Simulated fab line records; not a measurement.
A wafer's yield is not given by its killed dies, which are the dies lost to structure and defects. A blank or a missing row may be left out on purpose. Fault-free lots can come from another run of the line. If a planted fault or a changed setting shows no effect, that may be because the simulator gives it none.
The tool behind it: which one? || flow nandHarc || 12 lots with 36 wafers sampled at 5 steps, on a route of 1302 steps

## WHAT EACH GAUGE READ, for each wafer
NHARC_END_SORT_01. Usual: killedAtArray 54, standard deviation 21; killedAtOther 1.0, standard deviation 1.2; killedAtPeriphery 3.6, standard deviation 2.6; killedDies 58, standard deviation 20; killedOpen 3.3, standard deviation 1.9; killedShort 2.6, standard deviation 1.5.
{"lot": "L290", "measured": "day 29 05:36", "on": "prober-01", "killedAtArray": "81 81 64", "killedAtOther": "2 1 1", "killedAtPeriphery": "3 4 5", "killedDies": "86 86 70", "killedOpen": "3 7 5", "killedShort": "2 1 2", "flag": ""}

## WHICH TOOL RAN EACH LOT (tool, then ch and the chambers of the sampled wafers, then the start)
{"lot": "L284", "NHARC_A_CHANNEL_HOLE_D2_ETCH_34": "rieDiel-04 ch 0,1,3, day 14 20:20 or earlier", "NHARC_A_CHANNEL_HOLE_D2_XSEM_32": "xsem-01 ch 0, day 14 20:20", "NHARC_A_CHANNEL_FILL_D2_ALD_15": "aldSinBatch-03 ch 0, day 15 06:46", "NHARC_A_CHANNEL_FILL_D2_ETCHBACK_20": "rieDiel-10 ch 1,2, day 15 20:20"}
{"lot": "L286", "NHARC_A_CHANNEL_HOLE_D2_ETCH_34": "rieDiel-11 ch 0,1,2, day 15 06:56 or earlier", "NHARC_A_CHANNEL_HOLE_D2_XSEM_32": "xsem-02 ch 0, day 15 06:56", "NHARC_A_CHANNEL_FILL_D2_ALD_15": "aldSinBatch-01 ch 0, day 15 18:55", "NHARC_A_CHANNEL_FILL_D2_ETCHBACK_20": "rieDiel-10 ch 0,3, day 16 09:09"}
{"lot": "L285", "NHARC_A_CHANNEL_HOLE_D2_ETCH_34": "rieDiel-04 ch 0,2, day 15 08:35 or earlier", "NHARC_A_CHANNEL_HOLE_D2_XSEM_32": "xsem-01 ch 0, day 15 08:35", "NHARC_A_CHANNEL_FILL_D2_ALD_15": "aldSinBatch-01 ch 0, day 15 18:55", "NHARC_A_CHANNEL_FILL_D2_ETCHBACK_20": "rieDiel-12 ch 0,2,3, day 16 09:10"}
{"lot": "L287", "NHARC_A_CHANNEL_HOLE_D2_ETCH_34": "rieDiel-02 ch 0,1,2, day 15 12:37 or earlier", "NHARC_A_CHANNEL_HOLE_D2_XSEM_32": "xsem-01 ch 0, day 15 12:37", "NHARC_A_CHANNEL_FILL_D2_ALD_15": "aldSinBatch-01 ch 0, day 15 23:10", "NHARC_A_CHANNEL_FILL_D2_ETCHBACK_20": "rieDiel-10 ch 0,2,3, day 16 13:11"}
{"lot": "L288", "NHARC_A_CHANNEL_HOLE_D2_ETCH_34": "rieDiel-11 ch 0,2, day 16 10:22 or earlier", "NHARC_A_CHANNEL_HOLE_D2_XSEM_32": "xsem-02 ch 0, day 16 10:22", "NHARC_A_CHANNEL_FILL_D2_ALD_15": "aldSinBatch-02 ch 0, day 16 20:46", "NHARC_A_CHANNEL_FILL_D2_ETCHBACK_20": "rieDiel-12 ch 0,2,3, day 17 12:34"}
{"lot": "L291", "NHARC_A_CHANNEL_HOLE_D2_ETCH_34": "rieDiel-11 ch 1,2,3, day 17 18:47 or earlier", "NHARC_A_CHANNEL_HOLE_D2_XSEM_32": "xsem-02 ch 0, day 17 18:47", "NHARC_A_CHANNEL_FILL_D2_ALD_15": "aldSinBatch-02 ch 0, day 18 06:04", "NHARC_A_CHANNEL_FILL_D2_ETCHBACK_20": "rieDiel-12 ch 0,1, day 18 19:41"}
{"lot": "L290", "NHARC_A_CHANNEL_HOLE_D2_ETCH_34": "rieDiel-04 ch 0,1, day 17 19:05 or earlier", "NHARC_A_CHANNEL_HOLE_D2_XSEM_32": "xsem-01 ch 0, day 17 19:05", "NHARC_A_CHANNEL_FILL_D2_ALD_15": "aldSinBatch-02 ch 0, day 18 06:04", "NHARC_A_CHANNEL_FILL_D2_ETCHBACK_20": "rieDiel-05 ch 2,3, day 18 19:42"}
{"lot": "L294", "NHARC_A_CHANNEL_HOLE_D2_ETCH_34": "rieDiel-04 ch 0,1, day 18 22:22 or earlier", "NHARC_A_CHANNEL_HOLE_D2_XSEM_32": "xsem-01 ch 0, day 18 22:22", "NHARC_A_CHANNEL_FILL_D2_ALD_15": "aldSinBatch-01 ch 0, day 19 08:45", "NHARC_A_CHANNEL_FILL_D2_ETCHBACK_20": "rieDiel-12 ch 1,3, day 19 23:28"}
{"lot": "L296", "NHARC_A_CHANNEL_HOLE_D2_ETCH_34": "rieDiel-02 ch 1,3, day 19 14:52 or earlier", "NHARC_A_CHANNEL_HOLE_D2_XSEM_32": "xsem-02 ch 0, day 19 14:52", "NHARC_A_CHANNEL_FILL_D2_ALD_15": "aldSinBatch-02 ch 0, day 20 01:07", "NHARC_A_CHANNEL_FILL_D2_ETCHBACK_20": "rieDiel-10 ch 2,3, day 20 15:05"}
{"lot": "L299", "NHARC_A_CHANNEL_HOLE_D2_ETCH_34": "rieDiel-11 ch 0,2,3, day 21 03:16 or earlier", "NHARC_A_CHANNEL_HOLE_D2_XSEM_32": "xsem-01 ch 0, day 21 03:16", "NHARC_A_CHANNEL_FILL_D2_ALD_15": "aldSinBatch-02 ch 0, day 21 13:53", "NHARC_A_CHANNEL_FILL_D2_ETCHBACK_20": "rieDiel-12 ch 0,3, day 22 04:07"}
{"lot": "L300", "NHARC_A_CHANNEL_HOLE_D2_ETCH_34": "rieDiel-02 ch 0,1,2, day 21 08:10 or earlier", "NHARC_A_CHANNEL_HOLE_D2_XSEM_32": "xsem-01 ch 0, day 21 08:10", "NHARC_A_CHANNEL_FILL_D2_ALD_15": "aldSinBatch-02 ch 0, day 21 18:39", "NHARC_A_CHANNEL_FILL_D2_ETCHBACK_20": "rieDiel-05 ch 2,3, day 22 08:05"}
{"lot": "L301", "NHARC_A_CHANNEL_HOLE_D2_ETCH_34": "rieDiel-04 ch 0,1,2, day 21 10:19 or earlier", "NHARC_A_CHANNEL_HOLE_D2_XSEM_32": "xsem-02 ch 0, day 21 10:19", "NHARC_A_CHANNEL_FILL_D2_ALD_15": "aldSinBatch-02 ch 0, day 21 18:39", "NHARC_A_CHANNEL_FILL_D2_ETCHBACK_20": "rieDiel-12 ch 1,2,3, day 22 08:06"}
- NHARC_A_CHANNEL_HOLE_D2_ETCH_34: etches the open film in CF4/CHF3, target depth 154 nm, time 77 s.
- NHARC_A_CHANNEL_HOLE_D2_XSEM_32
- NHARC_A_CHANNEL_FILL_D2_ALD_15: deposits SiNx, target thk 2 nm, pulse time 60 s, ald cycles 19.
- NHARC_A_CHANNEL_FILL_D2_ETCHBACK_20: etches the open film in C4F8/O2/Ar, target depth 27 nm, time 13.5 s.

## WHAT THE TOOLS THEMSELVES READ (means of the sampled wafers that have a number; where no wafer has one, the mark that the record gives instead)
NHARC_A_CHANNEL_HOLE_D2_ETCH_34. Usual: chamberPressureMTorr 24.998 mTorr, standard deviation 0.022; chf3FlowSccm 30.00 sccm, standard deviation 0.084; drypumpMotorCurrentA 5.9 A, standard deviation 0.42; oesProductAu 0.959 a.u., standard deviation 0.018; rfFwdPowerW 495.3 W, standard deviation 1.8; rfVppV 371.1 V, standard deviation 2.1; showerheadPlenumPTorr 1.59 Torr, standard deviation 0.057; throttleValvePct 16.803 %, standard deviation 0.0084.
{"lot": "L284", "tool": "rieDiel-04", "chamberPressureMTorr (mTorr)": 24.996, "chf3FlowSccm (sccm)": 30.06, "drypumpMotorCurrentA (A)": 5.8, "oesProductAu (a.u.)": 0.948, "rfFwdPowerW (W)": 494.2, "rfVppV (V)": 370.8, "showerheadPlenumPTorr (Torr)": 1.57, "throttleValvePct (%)": 16.800, "flag": ""}
{"lot": "L286", "tool": "rieDiel-11", "chamberPressureMTorr (mTorr)": 25.006, "chf3FlowSccm (sccm)": 30.02, "drypumpMotorCurrentA (A)": 6.2, "oesProductAu (a.u.)": 0.976, "rfFwdPowerW (W)": 496.2, "rfVppV (V)": 373.4, "showerheadPlenumPTorr (Torr)": 1.65, "throttleValvePct (%)": 16.802, "flag": ""}
{"lot": "L285", "tool": "rieDiel-04", "chamberPressureMTorr (mTorr)": 24.991, "chf3FlowSccm (sccm)": 29.97, "drypumpMotorCurrentA (A)": 5.8, "oesProductAu (a.u.)": 0.974, "rfFwdPowerW (W)": 496.5, "rfVppV (V)": 369.4, "showerheadPlenumPTorr (Torr)": 1.51, "throttleValvePct (%)": 16.792, "flag": ""}
{"lot": "L287", "tool": "rieDiel-02", "chamberPressureMTorr (mTorr)": 24.994, "chf3FlowSccm (sccm)": 30.05, "drypumpMotorCurrentA (A)": 5.8, "oesProductAu (a.u.)": 0.968, "rfFwdPowerW (W)": 495.5, "rfVppV (V)": 371.7, "showerheadPlenumPTorr (Torr)": 1.61, "throttleValvePct (%)": 16.812, "flag": ""}
{"lot": "L288", "tool": "rieDiel-11", "chamberPressureMTorr (mTorr)": 24.992, "chf3FlowSccm (sccm)": 29.95, "drypumpMotorCurrentA (A)": 6.5, "oesProductAu (a.u.)": 0.935, "rfFwdPowerW (W)": 495.5, "rfVppV (V)": 373.5, "showerheadPlenumPTorr (Torr)": 1.65, "throttleValvePct (%)": 16.805, "flag": ""}
{"lot": "L291", "tool": "rieDiel-11", "chamberPressureMTorr (mTorr)": 24.992, "chf3FlowSccm (sccm)": 30.00, "drypumpMotorCurrentA (A)": 5.9, "oesProductAu (a.u.)": 0.971, "rfFwdPowerW (W)": 495.6, "rfVppV (V)": 371.6, "showerheadPlenumPTorr (Torr)": 1.63, "throttleValvePct (%)": 16.804, "flag": ""}
{"lot": "L290", "tool": "rieDiel-04", "chamberPressureMTorr (mTorr)": 24.992, "chf3FlowSccm (sccm)": 29.96, "drypumpMotorCurrentA (A)": 6.1, "oesProductAu (a.u.)": 0.942, "rfFwdPowerW (W)": 494.8, "rfVppV (V)": 369.8, "showerheadPlenumPTorr (Torr)": 1.55, "throttleValvePct (%)": 16.793, "flag": ""}
{"lot": "L294", "tool": "rieDiel-04", "chamberPressureMTorr (mTorr)": 24.965, "chf3FlowSccm (sccm)": 29.97, "drypumpMotorCurrentA (A)": 6.1, "oesProductAu (a.u.)": 0.960, "rfFwdPowerW (W)": 493.9, "rfVppV (V)": 369.3, "showerheadPlenumPTorr (Torr)": 1.54, "throttleValvePct (%)": 16.797, "flag": ""}
{"lot": "L296", "tool": "rieDiel-02", "chamberPressureMTorr (mTorr)": 25.024, "chf3FlowSccm (sccm)": 29.96, "drypumpMotorCurrentA (A)": 6.0, "oesProductAu (a.u.)": 0.961, "rfFwdPowerW (W)": 493.5, "rfVppV (V)": 370.9, "showerheadPlenumPTorr (Torr)": 1.58, "throttleValvePct (%)": 16.791, "flag": ""}
{"lot": "L299", "tool": "rieDiel-11", "chamberPressureMTorr (mTorr)": 24.983, "chf3FlowSccm (sccm)": 29.93, "drypumpMotorCurrentA (A)": 6.2, "oesProductAu (a.u.)": 0.966, "rfFwdPowerW (W)": 494.4, "rfVppV (V)": 372.6, "showerheadPlenumPTorr (Torr)": 1.63, "throttleValvePct (%)": 16.805, "flag": ""}
{"lot": "L300", "tool": "rieDiel-02", "chamberPressureMTorr (mTorr)": 24.983, "chf3FlowSccm (sccm)": 30.05, "drypumpMotorCurrentA (A)": 5.8, "oesProductAu (a.u.)": 0.966, "rfFwdPowerW (W)": 495.7, "rfVppV (V)": 371.6, "showerheadPlenumPTorr (Torr)": 1.61, "throttleValvePct (%)": 16.798, "flag": ""}
{"lot": "L301", "tool": "rieDiel-04", "chamberPressureMTorr (mTorr)": 24.993, "chf3FlowSccm (sccm)": 30.00, "drypumpMotorCurrentA (A)": 5.9, "oesProductAu (a.u.)": 0.973, "rfFwdPowerW (W)": 495.0, "rfVppV (V)": 368.6, "showerheadPlenumPTorr (Torr)": 1.53, "throttleValvePct (%)": 16.810, "flag": ""}

NHARC_A_CHANNEL_HOLE_D2_XSEM_32. Usual: botCdNm 74.2 nm, standard deviation 1.6; bowNm 8.7 nm, standard deviation 0.32; tiltDeg 0.07 degrees, standard deviation 0.035.
{"lot": "L284", "tool": "xsem-01", "botCdNm (nm)": 73.1, "bowNm (nm)": 8.3, "tiltDeg (degrees)": 0.08, "flag": ""}
{"lot": "L286", "tool": "xsem-02", "botCdNm (nm)": 75.3, "bowNm (nm)": 9.0, "tiltDeg (degrees)": 0.07, "flag": ""}
{"lot": "L285", "tool": "xsem-01", "botCdNm (nm)": 74.3, "bowNm (nm)": 9.0, "tiltDeg (degrees)": 0.07, "flag": ""}
{"lot": "L287", "tool": "xsem-01", "botCdNm (nm)": 75.4, "bowNm (nm)": 8.9, "tiltDeg (degrees)": 0.11, "flag": ""}
{"lot": "L288", "tool": "xsem-02", "botCdNm (nm)": 71.4, "bowNm (nm)": 9.2, "tiltDeg (degrees)": 0.06, "flag": ""}
{"lot": "L291", "tool": "xsem-02", "botCdNm (nm)": 72.1, "bowNm (nm)": 8.4, "tiltDeg (degrees)": 0.00, "flag": ""}
{"lot": "L290", "tool": "xsem-01", "botCdNm (nm)": 75.0, "bowNm (nm)": 8.7, "tiltDeg (degrees)": 0.07, "flag": ""}
{"lot": "L294", "tool": "xsem-01", "botCdNm (nm)": 74.9, "bowNm (nm)": 8.7, "tiltDeg (degrees)": 0.02, "flag": ""}
{"lot": "L296", "tool": "xsem-02", "botCdNm (nm)": 74.4, "bowNm (nm)": 8.7, "tiltDeg (degrees)": 0.07, "flag": ""}
{"lot": "L299", "tool": "xsem-01", "botCdNm (nm)": 73.2, "bowNm (nm)": 8.8, "tiltDeg (degrees)": 0.09, "flag": ""}
{"lot": "L300", "tool": "xsem-01", "botCdNm (nm)": 75.7, "bowNm (nm)": 9.0, "tiltDeg (degrees)": 0.10, "flag": ""}
{"lot": "L301", "tool": "xsem-02", "botCdNm (nm)": 72.6, "bowNm (nm)": 9.0, "tiltDeg (degrees)": 0.05, "flag": ""}

NHARC_A_CHANNEL_FILL_D2_ALD_15. Usual: precursorPulseHeightRel 1.001, standard deviation 0.02.
{"lot": "L284", "tool": "aldSinBatch-03", "precursorPulseHeightRel": 1.005, "flag": ""}
{"lot": "L286", "tool": "aldSinBatch-01", "precursorPulseHeightRel": 1.005, "flag": ""}
{"lot": "L285", "tool": "aldSinBatch-01", "precursorPulseHeightRel": 1.019, "flag": ""}
{"lot": "L287", "tool": "aldSinBatch-01", "precursorPulseHeightRel": 1.015, "flag": ""}
{"lot": "L288", "tool": "aldSinBatch-02", "precursorPulseHeightRel": 1.001, "flag": ""}
{"lot": "L291", "tool": "aldSinBatch-02", "precursorPulseHeightRel": 1.000, "flag": ""}
{"lot": "L290", "tool": "aldSinBatch-02", "precursorPulseHeightRel": 1.000, "flag": ""}
{"lot": "L294", "tool": "aldSinBatch-01", "precursorPulseHeightRel": 1.016, "flag": ""}
{"lot": "L296", "tool": "aldSinBatch-02", "precursorPulseHeightRel": 1.005, "flag": ""}
{"lot": "L299", "tool": "aldSinBatch-02", "precursorPulseHeightRel": 1.016, "flag": ""}
{"lot": "L300", "tool": "aldSinBatch-02", "precursorPulseHeightRel": 1.005, "flag": ""}
{"lot": "L301", "tool": "aldSinBatch-02", "precursorPulseHeightRel": 1.008, "flag": ""}

NHARC_A_CHANNEL_FILL_D2_ETCHBACK_20. Usual: chamberPressureMTorr 25.001 mTorr, standard deviation 0.023; oesProductAu 0.995 a.u., standard deviation 0.021; rfFwdPowerW 588 W, standard deviation 3.1; rfVppV 976 V, standard deviation 5.7.
{"lot": "L284", "tool": "rieDiel-10", "chamberPressureMTorr (mTorr)": 24.993, "oesProductAu (a.u.)": 1.006, "rfFwdPowerW (W)": 586, "rfVppV (V)": 974, "flag": ""}
{"lot": "L286", "tool": "rieDiel-10", "chamberPressureMTorr (mTorr)": 25.014, "oesProductAu (a.u.)": 1.006, "rfFwdPowerW (W)": 585, "rfVppV (V)": 972, "flag": ""}
{"lot": "L285", "tool": "rieDiel-12", "chamberPressureMTorr (mTorr)": 24.999, "oesProductAu (a.u.)": 0.999, "rfFwdPowerW (W)": 589, "rfVppV (V)": 975, "flag": ""}
{"lot": "L287", "tool": "rieDiel-10", "chamberPressureMTorr (mTorr)": 24.995, "oesProductAu (a.u.)": 1.008, "rfFwdPowerW (W)": 586, "rfVppV (V)": 971, "flag": ""}
{"lot": "L288", "tool": "rieDiel-12", "chamberPressureMTorr (mTorr)": 25.014, "oesProductAu (a.u.)": 0.997, "rfFwdPowerW (W)": 590, "rfVppV (V)": 975, "flag": ""}
{"lot": "L291", "tool": "rieDiel-12", "chamberPressureMTorr (mTorr)": 24.994, "oesProductAu (a.u.)": 0.977, "rfFwdPowerW (W)": 591, "rfVppV (V)": 982, "flag": ""}
{"lot": "L290", "tool": "rieDiel-05", "chamberPressureMTorr (mTorr)": 25.015, "oesProductAu (a.u.)": 1.006, "rfFwdPowerW (W)": 585, "rfVppV (V)": 971, "flag": ""}
{"lot": "L294", "tool": "rieDiel-12", "chamberPressureMTorr (mTorr)": 24.998, "oesProductAu (a.u.)": 1.008, "rfFwdPowerW (W)": 591, "rfVppV (V)": 977, "flag": ""}
{"lot": "L296", "tool": "rieDiel-10", "chamberPressureMTorr (mTorr)": 25.012, "oesProductAu (a.u.)": 1.018, "rfFwdPowerW (W)": 588, "rfVppV (V)": 970, "flag": ""}
{"lot": "L299", "tool": "rieDiel-12", "chamberPressureMTorr (mTorr)": 25.008, "oesProductAu (a.u.)": 0.945, "rfFwdPowerW (W)": 592, "rfVppV (V)": 978, "flag": ""}
{"lot": "L300", "tool": "rieDiel-05", "chamberPressureMTorr (mTorr)": 24.972, "oesProductAu (a.u.)": 1.000, "rfFwdPowerW (W)": 587, "rfVppV (V)": 972, "flag": ""}
{"lot": "L301", "tool": "rieDiel-12", "chamberPressureMTorr (mTorr)": 24.986, "oesProductAu (a.u.)": 0.975, "rfFwdPowerW (W)": 592, "rfVppV (V)": 977, "flag": ""}

## THE ANSWER, worked out from the rows above alone
Rule: a lot counts as off when the mean over its wafers that have a number is more than 3 standard deviations away from the usual mean. Also off: a lot with no number at a reading for which 4 or more lots have one. The other lots that the step has rows for count as sound. After the gauges, taken in route order, come the tools' own readings; for these a lot's mean is taken, as printed above. The first step at which some lot is off is used, and at that step the reading that is off furthest; a lot without a number counts as furthest.
No lot is off on any of the readings shown, so nothing can be concluded from this.

## WHAT THE SIMULATOR HAD INSERTED
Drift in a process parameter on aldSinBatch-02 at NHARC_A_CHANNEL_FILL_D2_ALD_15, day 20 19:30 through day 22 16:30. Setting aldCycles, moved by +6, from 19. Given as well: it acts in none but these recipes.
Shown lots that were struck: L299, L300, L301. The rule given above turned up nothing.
